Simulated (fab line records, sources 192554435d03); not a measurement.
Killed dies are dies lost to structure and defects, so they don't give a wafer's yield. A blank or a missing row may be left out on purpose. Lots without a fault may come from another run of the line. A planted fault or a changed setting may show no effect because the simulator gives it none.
fab line records | flow n5_finfet
record lots=7 wafers=39
route steps=1938 shown ZERO_LAYER@11 FIN_SAQP@130 SD_EPI_N@279 HKMG_FIN@386
start_h: hours from the record's first day to the start of the lot's first wafer shown | wait_h: hours since the lot's step before | " the same as in the row above | L1.1+2: a row that stands for several wafers | - no value, or no start given | * or withheld: withheld | < > ~ a bound
route shown NAME@n: a module of which the file shows steps, and the number in the route of the first | usual: mean/standard deviation of fault-free wafers | same: alike in all rows | chamber/n: place in a boat | sites: the reading at each site | _std_site: their standard deviation | _edge_site: outer sites' mean less inner sites' | radius_mm: how far each site lies from the wafer's centre | mask NAME#n: copy n | behind: the tool/chamber that last shaped the wafer | hold: why the lot was held/for how many hours/how that ended | device: the transistor (n, p or np) that didn't switch | end of line: the same wafers' tests at the end of the route | a step without rows: its recipe alone | killed: dies lost to structure and defects at the first sort, not the wafer's yield | map: a wafer's dies, x killed, . not, _ none there
set.NAME: the setting as run; set.NAME@STEP: as run at that earlier step | model.NAME: the simulator's own value behind a step, which no gauge read
lots whose settings were changed on purpose; a table a step, a row a wafer
## steps
# step N5_ZERO_LAYER_DEVELOP_10
# recipe develop_time_s=60 rinse_liquid=diw dry=air_spin dev_temp_c=21
# columns lot.wafer tool chamber start_h wait_h set.develop_time_s
L075.1+2+5 litho_track-04 0 - - 37.52
L075.3+4+6 " 0 " " 60
L078.1+4+5 litho_track-04 0 - - 60
L082.1+3+6 litho_track-05 0 - - 70.98
L082.2+4+5 " 0 " " 60
L083.1+3+5 litho_track-03 0 - - 39.57
L083.2+4+6 " 0 " " 60
L084.1+2+3+4+5+6 litho_track-05 0 - - 60
L086.1+2+4 litho_track-03 0 - - 48.71
L086.3+5+6 " 0 " " 60
L089.1+2+3+4+5+6 litho_track-03 0 - - 60
# step N5_ZERO_LAYER_HARDBAKE_23
# recipe temp_c=130 time_s=120
# step N5_ZERO_LAYER_CD_MEAS_11
# recipe target_cd_nm=2000 landing_energy_ev=500 detector=se_inlens
# usual cd_nm=2000.1/1.6
# columns lot.wafer tool chamber start_h wait_h set.develop_time_s@ZERO_LAYER_DEVELOP_10 cd_nm
L075.1 cd_sem-02 0 18.77 - 37.52 1990.1
L075.2 " 0 " " 37.52 1991.1
L075.3 " 0 " " 60 2000.2
L075.4 " 0 " " 60 1999.0
L075.5 " 0 " " 37.52 1989.6
L075.6 " 0 " " 60 1999.7
L078.1 cd_sem-01 0 36.64 - 60 2000.2
L078.4 " 0 " " 60 2002.6
L078.5 " 0 " " 60 2000.6
L082.1 cd_sem-01 0 60.77 - 70.98 2001.0
L082.2 " 0 " " 60 1999.6
L082.3 " 0 " " 70.98 2001.6
L082.4 " 0 " " 60 1998.4
L082.5 " 0 " " 60 2000.2
L082.6 " 0 " " 70.98 2003.6
L083.1 cd_sem-02 0 66.77 - 39.57 1991.5
L083.2 " 0 " " 60 1999.9
L083.3 " 0 " " 39.57 1992.2
L083.4 " 0 " " 60 2000.5
L083.5 " 0 " " 39.57 1989.8
L083.6 " 0 " " 60 2001.2
L084.1 cd_sem-03 0 72.77 - 60 2000.4
L084.2 " 0 " " 60 2001.4
L084.3 " 0 " " 60 2001.5
L084.4 " 0 " " 60 2001.0
L084.5 " 0 " " 60 2000.3
L084.6 " 0 " " 60 1999.1
L086.1 cd_sem-02 0 84.77 - 48.71 1994.2
L086.2 " 0 " " 48.71 1994.8
L086.3 " 0 " " 60 1999.8
L086.4 " 0 " " 48.71 1994.7
L086.5 " 0 " " 60 1998.9
L086.6 " 0 " " 60 2000.3
L089.1 cd_sem-03 0 102.64 - 60 2002.1
L089.2 " 0 " " 60 2000.5
L089.3 " 0 " " 60 2001.7
L089.4 " 0 " " 60 2001.3
L089.5 " 0 " " 60 2002.1
L089.6 " 0 " " 60 2001.3
# step N5_FIN_SAQP_ETCH_65
# recipe chemistry=CF4 target=SiO2 target_depth_a=40 ion_energy_ev=350 time_s=4.4 pressure_mtorr=10 icp_w=800 bias_w=400 cf4_flow_sccm=80
# columns lot.wafer tool chamber start_h wait_h set.time_s model.etch.depth_nm
L075.1 rie_si-04 1 31.85 0.1 4.4 3.953
L075.2 " 2 " " 2.911 2.636
L075.3 " 0 " " 2.911 2.652
L075.4 " 3 " " 2.911 2.673
L075.5 " 2 " " 4.4 3.979
L075.6 " 1 " " 4.4 3.912
L078.1 rie_si-03 2 49.27 0.1 4.4 4.058
L078.4 " 0 " " 4.4 3.961
L078.5 " 2 " " 4.4 4.049
L082.1 rie_si-01 3 73.60 0.1 4.4 4.028
L082.2 " 2 " " 6.793 6.109
L082.3 " 0 " " 6.793 6.13
L082.4 " 1 " " 4.4 3.892
L082.5 " 3 " " 4.4 4.033
L082.6 " 2 " " 6.793 6.058
L083.1 rie_si-03 3 79.71 0.1 4.4 3.986
L083.2 " 0 " " 4.4 3.904
L083.3 " 2 " " 4.4 4.032
L083.4 " 1 " " 4.4 3.965
L083.5 " 2 " " 4.4 4.036
L083.6 " 1 " " 4.4 3.953
L084.1 rie_si-01 2 85.07 0.1 4.4 4.013
L084.2 " 0 " " 4.4 4
L084.3 " 3 " " 4.4 4.074
L084.4 " 1 " " 4.4 4.015
L084.5 " 2 " " 4.4 3.991
L084.6 " 1 " " 4.4 3.975
L086.1 rie_si-03 2 98.37 0.1 5.246 4.858
L086.2 " 0 " " 5.246 4.737
L086.3 " 1 " " 4.4 4.003
L086.4 " 3 " " 4.4 3.987
L086.5 " 1 " " 5.246 4.776
L086.6 " 2 " " 4.4 4.071
L089.1 rie_si-03 1 114.46 0.1 2.811 2.603
L089.2 " 0 " " 4.4 4.002
L089.3 " 3 " " 2.811 2.587
L089.4 " 2 " " 4.4 4.083
L089.5 " 3 " " 2.811 2.593
L089.6 " 0 " " 4.4 4.013
# step N5_SD_EPI_N_ETCH_16
# recipe chemistry=CHF3/O2 target=SiO2 target_depth_a=50 mask_material=SOC pressure_mtorr=30 source_w=650 bias_w=170 Ar_flow_sccm=200 CHF3_flow_sccm=50 O2_flow_sccm=5 ion_energy_ev=200
# columns lot.wafer tool chamber start_h wait_h set.target_depth_a model.etch.depth_nm model.SiARC_of_SD_EPI_N_COAT_33.thk_nm
L075.1 rie_diel-05 0 57.85 0.1 33.39 3.285 14
L075.2 " 1 " " 50 5.063 12.4
L075.3 " 3 " " 50 4.908 12.8
L075.4 " 2 " " 33.39 3.281 14.2
L075.5 " 0 " " 33.39 3.295 14
L075.6 " 1 " " 50 5.047 12.2
L078.1 rie_diel-02 1 75.39 0.1 50 5.029 12.2
L078.4 " 0 " " 50 5.025 12
L078.5 " 1 " " 50 5.067 12.4
L082.1 rie_diel-06 2 102.74 0.1 58.95 5.783 12
L082.2 " 0 " " 50 4.936 12.8
L082.3 " 3 " " 50 5.068 11.8
L082.4 " 3 " " 50 5.069 12
L082.5 " 0 " " 58.95 5.828 12.2
L082.6 " 2 " " 58.95 5.772 12
L083.1 rie_diel-05 2 106.79 0.1 39.71 3.874 13.8
L083.2 " 3 " " 39.71 3.903 13.4
L083.3 " 1 " " 50 5.001 12.2
L083.4 " 3 " " 50 4.923 12.6
L083.5 " 1 " " 50 4.998 12
L083.6 " 2 " " 39.71 3.871 13.8
L084.1 rie_diel-02 2 115.65 0.1 50 4.906 12.8
L084.2 " 0 " " 50 4.94 12.2
L084.3 " 3 " " 50 4.876 13
L084.4 " 1 " " 50 4.935 12.4
L084.5 " 3 " " 50 4.858 13
L084.6 " 0 " " 50 4.957 12.4
L086.1 rie_diel-05 0 125.66 0.1 60.2 6.096 11.2
L086.2 " 3 " " 60.2 5.918 12.2
L086.3 " 1 " " 50 5.042 12.2
L086.4 " 3 " " 50 4.883 13
L086.5 " 1 " " 50 4.999 12
L086.6 " 0 " " 60.2 6.123 11.2
L089.1 rie_diel-06 3 139.59 0.1 50 5.046 11.6
L089.2 " 0 " " 50 4.949 12.6
L089.3 " 1 " " 28.25 2.764 14
L089.4 " 1 " " 28.25 2.762 14
L089.5 " 3 " " 50 5.019 11.8
L089.6 " 0 " " 28.25 2.807 14.2
# step N5_HKMG_FIN_HK_ALD_01
# recipe material=HfO2 target_thk_a=16 temp_c=withheld ald_precursor_family=HfCl4 ald_co_reactant=H2O pulse_time_s=3 purge_time_s=3 co_reactant_purge_time_s=2.5 co_reactant_pulse_time_s=0.3 ald_cycles=30
# columns lot.wafer tool chamber start_h wait_h set.ald_cycles model.HfO2_of_HKMG_FIN_HK_ALD_01.thk_nm
L075.1+2+3+4+5+6 ald_hk-02 1,2,3,0,1,0 79.27 0.0 30 1.6
L078.1+4+5 ald_hk-02 0,2,3 102.21 0.0 30 1.6
L082.1+2+6 ald_hk-01 0,1,1 123.77 0.0 15 0.8
L082.3+4+5 " 3,2,0 " " 30 1.6
L083.1+2+3+4+5+6 ald_hk-01 3,1,0,2,0,3 129.56 0.0 30 1.6
L084.1+4+6 ald_hk-02 1,0,1 137.49 0.0 46 2.4
L084.2+3+5 " 2,3,0 " " 30 1.6
L086.1+5+6 ald_hk-03 1,1,0 146.09 0.0 30 1.6
L086.2+3+4 " 3,0,2 " " 13 0.6
L089.1+2+6 ald_hk-01 1,2,0 160.60 0.0 35 1.8
L089.3+4+5 " 3,0,3 " " 30 1.6
# step N5_HKMG_FIN_HK_ANNEAL_02
# recipe temp_c=700 time_s=30 ambient=N2 idle_temp_c=600 ramp_up_c_per_s=150 ramp_down_c_per_s=60 cool_to_c=600
# step N5_HKMG_FIN_ALD_74
# recipe material=La2O3 target_thk_a=5 temp_c=250 ald_precursor_family=La-Cp ald_co_reactant=O3 pulse_time_s=6 co_reactant_pulse_time_s=1 purge_time_s=3 co_reactant_purge_time_s=3
# step N5_HKMG_FIN_WET_ETCH_82
# recipe chemistry=dHCl mix=1:10000 temp_c=25 target=La2O3 stop_on=HfO2 target_depth_nm=2 dry=ipa_marangoni rinse_time_s=30 rinse_temp_c=23
# step N5_HKMG_FIN_ALD_36
# recipe material=TiN target_thk_a=10 temp_c=400 ald_precursor_family=TiCl4 ald_co_reactant=NH3 pulse_time_s=1 purge_time_s=3 co_reactant_purge_time_s=2 co_reactant_pulse_time_s=2 ald_cycles=47 pressure_torr=3
# step N5_HKMG_FIN_THK_MEAS_70
# recipe thk_meas_gauge=xrf reads=HfO2_of_HKMG_FIN_HK_ALD_01
# usual HK_THK=1.614/0.019
# columns lot.wafer tool chamber start_h wait_h set.ald_cycles@HKMG_FIN_HK_ALD_01 HK_THK[nm]
L075.1 film_metro-01 - 83.47 0.2 30 1.586
L075.2 " - " " 30 1.617
L075.3 " - " " 30 1.610
L075.4 " - " " 30 1.597
L075.5 " - " " 30 1.599
L075.6 " - " " 30 1.606
L078.1 film_metro-01 - 105.71 0.2 30 1.593
L078.4 " - " " 30 1.609
L078.5 " - " " 30 1.608
L082.1 film_metro-01 - 127.41 0.2 15 0.799
L082.2 " - " " 15 0.824
L082.3 " - " " 30 1.626
L082.4 " - " " 30 1.636
L082.5 " - " " 30 1.635
L082.6 " - " " 15 0.825
L083.1 film_metro-02 - 133.24 0.2 30 1.634
L083.2 " - " " 30 1.629
L083.3 " - " " 30 1.617
L083.4 " - " " 30 1.615
L083.5 " - " " 30 1.602
L083.6 " - " " 30 1.605
L084.1 film_metro-01 - 141.10 0.2 46 2.495
L084.2 " - " " 30 1.607
L084.3 " - " " 30 1.617
L084.4 " - " " 46 2.489
L084.5 " - " " 30 1.626
L084.6 " - " " 46 2.477
L086.1 film_metro-02 - 149.93 0.2 30 1.603
L086.2 " - " " 13 0.705
L086.3 " - " " 13 0.683
L086.4 " - " " 13 0.695
L086.5 " - " " 30 1.618
L086.6 " - " " 30 1.593
L089.1 film_metro-02 - 164.07 0.2 35 1.871
L089.2 " - " " 35 1.907
L089.3 " - " " 30 1.600
L089.4 " - " " 30 1.616
L089.5 " - " " 30 1.618
L089.6 " - " " 35 1.883
## key
split step=N5_ZERO_LAYER_DEVELOP_10 setting=develop_time_s stated=60 by=wafer
response step=N5_ZERO_LAYER_CD_MEAS_11 reading=cd_nm change=+0.25 per=1% r=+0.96
split step=N5_FIN_SAQP_ETCH_65 setting=time_s stated=4.4 by=wafer
response step=N5_FIN_SAQP_ETCH_65 reading=model.etch.depth_nm change=+0.039 per=1% r=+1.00
split step=N5_SD_EPI_N_ETCH_16 setting=target_depth_a stated=50 by=wafer
response step=N5_SD_EPI_N_ETCH_16 reading=model.etch.depth_nm change=+0.051 per=1% r=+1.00
response step=N5_SD_EPI_N_ETCH_16 reading=model.SiARC_of_SD_EPI_N_COAT_33.thk_nm change=-0.0462 per=1% r=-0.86
split step=N5_HKMG_FIN_HK_ALD_01 setting=ald_cycles stated=30 by=wafer
response step=N5_HKMG_FIN_HK_ALD_01 reading=model.HfO2_of_HKMG_FIN_HK_ALD_01.thk_nm change=+0.0162 per=1% r=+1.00
response step=N5_HKMG_FIN_THK_MEAS_70 reading=HK_THK change=+0.0162 per=1% r=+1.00
